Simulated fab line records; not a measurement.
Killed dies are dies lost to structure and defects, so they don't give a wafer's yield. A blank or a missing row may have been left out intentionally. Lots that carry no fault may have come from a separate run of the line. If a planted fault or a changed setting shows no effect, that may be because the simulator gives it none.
fab line records + flow n5Finfet
[record]
- lots = 4
- wafers = 12
- lastDay = 17
route steps=1938 shown BEOL_M4@1037
lots that met no fault: from a run of the same line without faults
startH: hours from the record's first day to the start of the lot's first wafer shown + waitH: hours from the lot's prior step to this one + " identical to the entry in the row above + L1.1+2: several wafers, shown together as one row + - value missing, or start not given + * or withheld: withheld + < > ~ a bound
route shown NAME@n: NAME is a module with steps in the file, n the number in the route of the first one + usual: average and standard deviation across the fault-free wafers + same: alike in all rows + chamber/n: place in a boat + sites: the reading at each site + _std_site: their standard deviation + _edge_site: outer sites' mean less inner sites' + radiusMm: for every site, how far away it sits from the centre of the wafer + mask NAME#n: copy n + behind: tool/chamber where the wafer was last shaped + hold: why the lot was held/for how many hours/how that ended + device: which transistor (n, p or np) failed to switch + end of line: the route-end tests of the same wafers + where a step has no rows: the recipe by itself + killed: dies lost to structure and defects at the first sort, not the wafer's yield + map: per-die view of a wafer (x killed, . not killed, _ where there is no die)
set.NAME: the setting as run; set.NAME@STEP: as run at that earlier step + model.NAME: the simulator's own value behind a step, which no gauge read
certain route steps with their lots: each step a table, each wafer a row
services: from which hour (startH, from the record's first day; less than 0 if before it) a tool's chamber was out of use, for how many hours, and why
[[steps]]
[step N5_BEOL_M4_DESCUM_16]
[recipe]
- chemistry = O2
- timeS = 7
- sourcePowerW = 50
- biasPowerW = 20
- pressureMtorr = 20
- rfFrequencyHz = 2.712e+07
- tempC = 40
- resist = CAR-EUV
- o2FlowSccm = 225
[step N5_BEOL_M4_ETCH_74]
[recipe]
- chemistry = N2/H2
- target = underlayer
- targetDepthA = 65
- maskMaterial = CAR-EUV
- timeS = 5.2
- ionEnergyEv = 200
- pressureMtorr = 30
- sourceW = 840
- biasW = 150
- n2FlowSccm = 200
- h2FlowSccm = 200
- ends = cleared
[step N5_BEOL_M4_ETCH_63]
[recipe]
- chemistry = CF4
- target = SiARC
- targetDepthA = 156
- maskMaterial = CAR-EUV
- timeS = 26
- ionEnergyEv = 80
- pressureMtorr = 40
- sourceW = 545
- biasW = 36
- Ar_flow_sccm = 100
- cf4FlowSccm = 100
- ends = cleared
[step N5_BEOL_M4_ETCH_64]
[recipe]
- chemistry = N2/H2
- target = SOC
- targetDepthA = 750
- overetchA = 225
- maskMaterial = SiARC
- tempC = 40
- timeS = 121.9
- ionEnergyEv = 200
- pressureMtorr = 30
- sourceW = 840
- biasW = 150
- n2FlowSccm = 200
- h2FlowSccm = 200
[step N5_BEOL_M4_STRIP_65]
[recipe]
- chemistry = N2/H2
- tempC = 40
- n2FlowSccm = 200
- h2FlowSccm = 200
- rfFrequencyHz = 6e+07
[step N5_BEOL_M4_STRIP_75]
[recipe]
- chemistry = N2/H2
- tempC = 40
- n2FlowSccm = 200
- h2FlowSccm = 200
- rfFrequencyHz = 6e+07
[step N5_BEOL_M4_STRIP_66]
[recipe]
- chemistry = CF4
- resist = SiARC
- powerW = 300
- biasPowerW = 75
- pressureMtorr = 50
- cf4FlowSccm = 150
- rfFrequencyHz = 6e+07
[step N5_BEOL_M4_HM_OPEN_17]
[recipe]
- chemistry = Cl2/BCl3
- targetDepthA = 200
- overetchA = 60
- target = TiN
- maskMaterial = SOC
- ionEnergyEv = 150
- pressureMtorr = 10
- icpW = 1000
- biasW = 126
- Cl2_flow_sccm = 53.25
- bcl3FlowSccm = 21.75
- Ar_flow_sccm = 25
[step N5_BEOL_M4_STRIP_19]
[recipe]
- chemistry = O2
- powerW = 400
- tempC = 40
- pressureMtorr = 30
- rfFrequencyHz = 6e+07
- biasPowerW = 0
- overashFraction = 0.2
- o2FlowSccm = 225
[step N5_BEOL_M4_COAT_67]
[recipe]
- resist = SOC
- tempC = 250
- timeS = 60
- spinRpm = 1500
- resistThkNm = 60
[usual]
- spinSpeedRpm = 1499.9/1
| lot.wafer | tool          | chamber | startH | waitH | spinSpeedRpm | model.SOC_of_BEOL_M4_COAT_67.thkNm |
|-----------|---------------|---------|--------|-------|--------------|------------------------------------|
| L404.1    | lithoTrack-04 | 0       | 173.63 | 0.0   | 1615.3       | 58                                 |
| L404.2    | "             | 0       | "      | "     | 1613.3       | 57.8                               |
| L404.3    | "             | 0       | "      | "     | 1616.0       | 58                                 |
| L407.1    | lithoTrack-04 | 0       | 200.28 | 0.0   | 1614.1       | 58.2                               |
| L407.4    | "             | 0       | "      | "     | 1614.0       | 58                                 |
| L407.5    | "             | 0       | "      | "     | 1613.8       | 58                                 |
| L417.1    | lithoTrack-04 | 0       | 263.25 | 0.0   | 1499.8       | 59.8                               |
| L417.5    | "             | 0       | "      | "     | 1499.7       | 60                                 |
| L417.6    | "             | 0       | "      | "     | 1498.9       | 59.8                               |
| L422.1    | lithoTrack-03 | 0       | 290.83 | 0.0   | 1501.0       | 60.2                               |
| L422.4    | "             | 0       | "      | "     | 1500.6       | 60.4                               |
| L422.5    | "             | 0       | "      | "     | 1500.8       | 60.2                               |
[step N5_BEOL_M4_COAT_68]
[recipe]
- resist = SiARC
- tempC = 220
- timeS = 60
- spinRpm = 1500
- resistThkNm = 12
[step N5_BEOL_M4_COAT_76]
[recipe]
- resist = underlayer
- tempC = 205
- timeS = 60
- spinRpm = 1500
- resistThkNm = 5
[step N5_BEOL_M4_COAT_22]
[recipe]
- resist = CAR-EUV
- spinRpm = 1500
- resistThkNm = 30
[step N5_BEOL_M4_EBR_24]
[recipe]
- solvent = PGMEA
- ebrWidthMm = 1.5
[step N5_BEOL_M4_SOFTBAKE_23]
[recipe]
- tempC = 110
- timeS = 60
- resist = CAR-EUV
[step N5_BEOL_M4_EXPOSE_25]
[recipe]
- maskId = V3
- na = 0.33
- sourceShape = quasar
- sigmaInner = 0.2
- sigmaOuter = 0.8
- polarization = unpolarized
- defocusNm = 5
- doseMj = 63
[step N5_BEOL_M4_PEB_26]
[recipe]
- pebTempC = 100
- pebTimeS = 60
- resist = CAR-EUV
[step N5_BEOL_M4_DEVELOP_27]
[recipe]
- developTimeS = 30
- developer = TMAH
- resist = CAR-EUV
- rinseLiquid = surfactantRinse
- dry = airSpin
- devTempC = 23
[step N5_BEOL_M4_DESCUM_33]
[recipe]
- chemistry = O2
- timeS = 7
- sourcePowerW = 50
- biasPowerW = 20
- pressureMtorr = 20
- rfFrequencyHz = 2.712e+07
- tempC = 40
- resist = CAR-EUV
- o2FlowSccm = 225
[step N5_BEOL_M4_ETCH_77]
[recipe]
- chemistry = N2/H2
- target = underlayer
- targetDepthA = 65
- maskMaterial = CAR-EUV
- timeS = 5.2
- ionEnergyEv = 200
- pressureMtorr = 30
- sourceW = 840
- biasW = 150
- n2FlowSccm = 200
- h2FlowSccm = 200
- ends = cleared
[step N5_BEOL_M4_ETCH_69]
[recipe]
- chemistry = CF4
- target = SiARC
- targetDepthA = 156
- maskMaterial = CAR-EUV
- timeS = 26
- ionEnergyEv = 80
- pressureMtorr = 40
- sourceW = 545
- biasW = 36
- Ar_flow_sccm = 100
- cf4FlowSccm = 100
- ends = cleared
[step N5_BEOL_M4_ALD_98]
[recipe]
- material = SiO2
- targetThkA = 25
- tempC = 100
- aldPrecursorFamily = BDEAS
- aldCoReactant = O2-plasma
- pulseTimeS = 1
- coReactantPulseTimeS = 1
- purgeTimeS = 2
- coReactantPurgeTimeS = 2
- aldCycles = 17
- pressureTorr = 2
[step N5_BEOL_M4_ETCHBACK_99]
[recipe]
- chemistry = CHF3
- target = SiO2
- targetDepthA = 50
- timeS = 10.4
- sourceW = 215
- biasW = 47
- Ar_flow_sccm = 200
- CHF3_flow_sccm = 12
- ionEnergyEv = 100
- pressureMtorr = 30
[step N5_BEOL_M4_ETCH_70]
[recipe]
- chemistry = N2/H2
- target = SOC
- targetDepthA = 800
- overetchA = 240
- maskMaterial = SiARC
- tempC = 40
- timeS = 130
- ionEnergyEv = 200
- pressureMtorr = 30
- sourceW = 840
- biasW = 150
- n2FlowSccm = 200
- h2FlowSccm = 200
[usual]
- drypumpMotorCurrentA = 5.5/0.37
- oesProductAu = 0.59/0.055
- rfVppV = 525.0/2.1
- showerheadPlenumPTorr = 2.58/0.07
- throttleValvePct = 17.79/0.2
| lot.wafer | tool       | chamber | startH | waitH | drypumpMotorCurrentA | oesProductAu | rfHoursCounterH | rfVppV | showerheadPlenumPTorr | throttleValvePct | model.etch.depthNm |
|-----------|------------|---------|--------|-------|----------------------|--------------|-----------------|--------|-----------------------|------------------|--------------------|
| L404.1    | rieDiel-04 | 1       | 181.72 | 0.0   | 5.4                  | 0.64         | 34              | 523.2  | 2.49                  | 17.81            | 58.04              |
| L404.2    | "          | 0       | "      | "     | 5.8                  | 0.52         | 223             | 522.9  | 2.51                  | 17.86            | 57.85              |
| L404.3    | "          | 3       | "      | "     | 5.6                  | 0.61         | 51              | 524.6  | 2.58                  | 17.74            | 57.92              |
| L407.1    | rieDiel-04 | 3       | 211.02 | 0.0   | 5.6                  | 0.61         | 61              | 524.9  | 2.57                  | 17.75            | 58.15              |
| L407.4    | "          | 2       | "      | "     | 5.4                  | 0.61         | -               | 524.6  | 2.58                  | 17.84            | 58.05              |
| L407.5    | "          | 3       | "      | "     | 5.6                  | 0.60         | -               | 524.6  | 2.58                  | 17.74            | 58.07              |
| L417.1    | rieDiel-01 | 0       | 276.25 | 0.0   | 5.3                  | 0.62         | 85              | 527.6  | 2.67                  | 17.63            | 59.85              |
| L417.5    | "          | 1       | "      | "     | 5.9                  | 0.49         | -               | 526.0  | 2.60                  | 17.96            | 60.04              |
| L417.6    | "          | 2       | "      | "     | 6.1                  | 0.62         | -               | 527.2  | 2.67                  | 17.58            | 59.88              |
| L422.1    | rieDiel-02 | 2       | 302.83 | 0.0   | 5.5                  | 0.52         | 219             | 522.0  | 2.51                  | 17.78            | 60.29              |
| L422.4    | "          | 0       | "      | "     | 5.7                  | 0.69         | 10              | 524.5  | 2.61                  | 17.97            | 60.32              |
| L422.5    | "          | 0       | "      | "     | 5.7                  | 0.69         | -               | 525.6  | 2.61                  | 17.97            | 60.19              |
[step N5_BEOL_M4_STRIP_71]
[recipe]
- chemistry = N2/H2
- tempC = 40
- n2FlowSccm = 200
- h2FlowSccm = 200
- rfFrequencyHz = 6e+07
[step N5_BEOL_M4_STRIP_78]
[recipe]
- chemistry = N2/H2
- tempC = 40
- n2FlowSccm = 200
- h2FlowSccm = 200
- rfFrequencyHz = 6e+07
[step N5_BEOL_M4_VIA_ETCH_34]
[recipe]
- chemistry = C4F6/O2
- targetDepthA = 694
- maskMaterial = SOC
- pressureMtorr = 15
- ionEnergyEv = 250
- taperDeg = 4
- timeS = 65.9
- sourceW = 350
- biasW = 170
- Ar_flow_sccm = 300
- C4F6_flow_sccm = 10
- O2_flow_sccm = 10
[usual]
- O2_flow_sccm = 10.00/0.031
- drypumpMotorCurrentA = 5.5/0.36
- oes_ar_750_au = 0.80/0.075
- oesProductAu = 0.80/0.078
- rfVppV = 667/9.9
- showerheadPlenumPTorr = 2.88/0.077
- throttleValvePct = 30.73/0.15
| lot.wafer | tool       | chamber | startH | waitH | O2_flow_sccm | drypumpMotorCurrentA | oes_ar_750_au | oesProductAu | rfHoursCounterH | rfVppV | showerheadPlenumPTorr | throttleValvePct | model.SOC_of_BEOL_M4_COAT_67.thkNm |
|-----------|------------|---------|--------|-------|--------------|----------------------|---------------|--------------|-----------------|--------|-----------------------|------------------|------------------------------------|
| L404.1    | rieDiel-04 | 1       | 181.82 | 0.0   | 10.00        | 5.4                  | 0.89          | 0.89         | 34              | 653    | 2.78                  | 30.73            | 49.8                               |
| L404.2    | "          | 0       | "      | "     | 10.00        | 5.7                  | 0.71          | 0.70         | 223             | 659    | 2.80                  | 30.75            | 49.8                               |
| L404.3    | "          | 3       | "      | "     | 9.96         | 5.6                  | 0.85          | 0.84         | 51              | 662    | 2.89                  | 30.77            | 49.8                               |
| L407.1    | rieDiel-04 | 3       | 211.13 | 0.0   | 10.02        | 5.6                  | 0.85          | 0.84         | 61              | 661    | 2.88                  | 30.76            | 49.8                               |
| L407.4    | "          | 2       | "      | "     | 9.99         | 5.5                  | 0.84          | 0.84         | -               | 654    | 2.88                  | 30.80            | 49.8                               |
| L407.5    | "          | 3       | "      | "     | 10.01        | 5.6                  | 0.84          | 0.84         | -               | 661    | 2.88                  | 30.77            | 49.8                               |
| L417.1    | rieDiel-01 | 0       | 276.35 | 0.0   | 9.99         | 5.3                  | 0.84          | 0.84         | 85              | 685    | 2.98                  | 30.57            | 51.6                               |
| L417.5    | "          | 1       | "      | "     | 9.95         | 5.9                  | 0.67          | 0.66         | -               | 669    | 2.91                  | 30.87            | 52                                 |
| L417.6    | "          | 2       | "      | "     | 9.95         | 6.1                  | 0.83          | 0.84         | -               | 675    | 2.99                  | 30.63            | 51.6                               |
| L422.1    | rieDiel-02 | 2       | 302.94 | 0.0   | 10.04        | 5.5                  | 0.70          | 0.69         | 219             | 678    | 2.81                  | 30.69            | 52.4                               |
| L422.4    | "          | 0       | "      | "     | 10.00        | 5.6                  | 0.94          | 0.94         | 10              | 665    | 2.89                  | 30.83            | 51.8                               |
| L422.5    | "          | 0       | "      | "     | 9.95         | 5.7                  | 0.94          | 0.94         | -               | 666    | 2.89                  | 30.83            | 51.8                               |
[step N5_BEOL_M4_STRIP_83]
[recipe]
- chemistry = C4F6/O2
- resist = SiARC
- rfFrequencyHz = 6e+07
[step N5_BEOL_M4_RC_MEAS_101]
[usual]
- DIBL_N = 36.2/1.2
- DIBL_P = 36.3/1.3
- IOFF_N = 0.155/0.019
- IOFF_P = 0.210/0.029
- ION_N = 677/8.6
- ION_P = 465/6.8
- SS_N = 71.4/0.48
- SS_P = 73.2/0.53
- VT_N = 249.9/2.4
- VT_P = -250/3.2
| lot.wafer | tool      | chamber | startH | waitH | DIBL_N[mV/V] | DIBL_P[mV/V] | IOFF_N[nA/um] | IOFF_P[nA/um] | ION_N[uA/um] | ION_P[uA/um] | SS_N[mV/dec] | SS_P[mV/dec] | VT_N[mV] | VT_P[mV] |
|-----------|-----------|---------|--------|-------|--------------|--------------|---------------|---------------|--------------|--------------|--------------|--------------|----------|----------|
| L404.1    | prober-01 | 0       | 187.68 | 0.0   | 33.5         | 33.4         | 0.115         | 0.167         | 666          | 460          | 70.0         | 72.9         | 253.5    | -253     |
| L404.2    | "         | 0       | "      | "     | 36.2         | 37.8         | 0.177         | 0.238         | 681          | 471          | 71.1         | 73.6         | 249.4    | -249     |
| L404.3    | "         | 0       | "      | "     | 34.9         | 35.6         | 0.138         | 0.198         | 680          | 468          | 70.9         | 73.4         | 252.1    | -249     |
| L407.1    | prober-02 | 0       | 216.13 | 0.0   | 34.9         | 35.8         | 0.154         | 0.217         | 693          | 471          | 71.2         | 72.6         | 249.1    | -247     |
| L407.4    | "         | 0       | "      | "     | 34.4         | 34.1         | 0.138         | 0.199         | 679          | 464          | 71.4         | 73.3         | 249.7    | -249     |
| L407.5    | "         | 0       | "      | "     | 36.1         | 37.7         | 0.175         | 0.253         | 686          | 480          | 71.2         | 73.4         | 246.2    | -248     |
| L417.1    | prober-01 | 0       | 280.71 | 0.0   | 35.1         | 35.7         | 0.141         | 0.174         | 672          | 456          | 71.4         | 73.3         | 253.6    | -255     |
| L417.5    | "         | 0       | "      | "     | 34.8         | 34.8         | 0.125         | 0.171         | 658          | 455          | 71.3         | 73.1         | 253.4    | -255     |
| L417.6    | "         | 0       | "      | "     | 35.8         | 35.9         | 0.143         | 0.172         | 659          | 451          | 72.1         | 72.5         | 250.9    | -257     |
| L422.1    | prober-02 | 0       | 308.00 | 0.0   | 36.2         | 34.6         | 0.127         | 0.179         | 657          | 455          | 71.8         | 72.6         | 254.6    | -251     |
| L422.4    | "         | 0       | "      | "     | 38.5         | 38.3         | 0.184         | 0.237         | 684          | 466          | 72.1         | 73.5         | 246.3    | -250     |
| L422.5    | "         | 0       | "      | "     | 36.4         | 34.6         | 0.132         | 0.179         | 663          | 458          | 70.8         | 71.6         | 250.5    | -254     |
[[services]]
| tool       | chamber | startH | hours | kind                        |
|------------|---------|--------|-------|-----------------------------|
| rieDiel-02 | -       | 159.50 | 1.4   | repair                      |
| rieDiel-01 | 0       | 183.85 | 7.7   | repair                      |
| rieDiel-02 | 3       | 195.74 | 3.8   | repair                      |
| rieDiel-04 | 1       | 207.48 | 14.3  | repair                      |
| rieDiel-04 | -       | 209.64 | 0.6   | repair                      |
| rieDiel-04 | 0       | 217.81 | 6.3   | repair                      |
| rieDiel-02 | 2       | 227.15 | 4.2   | repair                      |
| rieDiel-01 | -       | 238.63 | 15.6  | pm                          |
| rieDiel-02 | 2       | 252.28 | 2.4   | repair                      |
| rieDiel-02 | 0       | 259.23 | -     | clean                       |
| rieDiel-02 | 0       | 259.23 | -     | consumableReplace:focusRing |
| rieDiel-02 | 0       | 259.23 | 17.7  | scheduledDown               |
| rieDiel-02 | 0       | 259.23 | 17.7  | ventCycle                   |
| rieDiel-01 | 0       | 259.64 | 4.1   | repair                      |
| rieDiel-02 | -       | 260.12 | 2.8   | pm                          |
| rieDiel-04 | 0       | 267.31 | -     | clean                       |
| rieDiel-04 | 0       | 267.31 | -     | consumableReplace:focusRing |
| rieDiel-04 | 0       | 267.31 | 12.7  | scheduledDown               |
| rieDiel-04 | 0       | 267.31 | 12.7  | ventCycle                   |
| rieDiel-01 | 1       | 277.87 | -     | clean                       |
| rieDiel-01 | 1       | 277.87 | -     | consumableReplace:focusRing |
| rieDiel-01 | 1       | 277.87 | 19.3  | scheduledDown               |
| rieDiel-01 | 1       | 277.87 | 19.3  | ventCycle                   |
| rieDiel-04 | -       | 297.70 | 2.8   | pm                          |
[[key]]
[firstSign]
- step = N5_BEOL_M4_COAT_67
- reading = spinSpeedRpm
- direction = up
- sigmas = 99+
- usual = *
- struck = *
effect none on later readings
[modelEffect]
- step = N5_BEOL_M4_COAT_67
- value = SOC_of_BEOL_M4_COAT_67.thkNm
- without = 60.17
- struck = 58
[modelEffect]
- step = N5_BEOL_M4_ETCH_70
- value = etch.depthNm
- without = 60.19
- struck = 58.02
[modelEffect]
- step = N5_BEOL_M4_VIA_ETCH_34
- value = SOC_of_BEOL_M4_COAT_67.thkNm
- without = 52
- struck = 49.8
metAt N5_BEOL_M4_COAT_67
struckWafers L404.1,L404.2,L404.3,L407.1,L407.4,L407.5
[fault]
- kind = processParameterDrift
- tool = lithoTrack-04
- chamber = -
- onsetH = 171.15
- steps = N5_BEOL_M4_COAT_67
- channel = spinRpm
- offset = *
- shape = step
- endH = 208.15
- actsIn = *
- stated = *
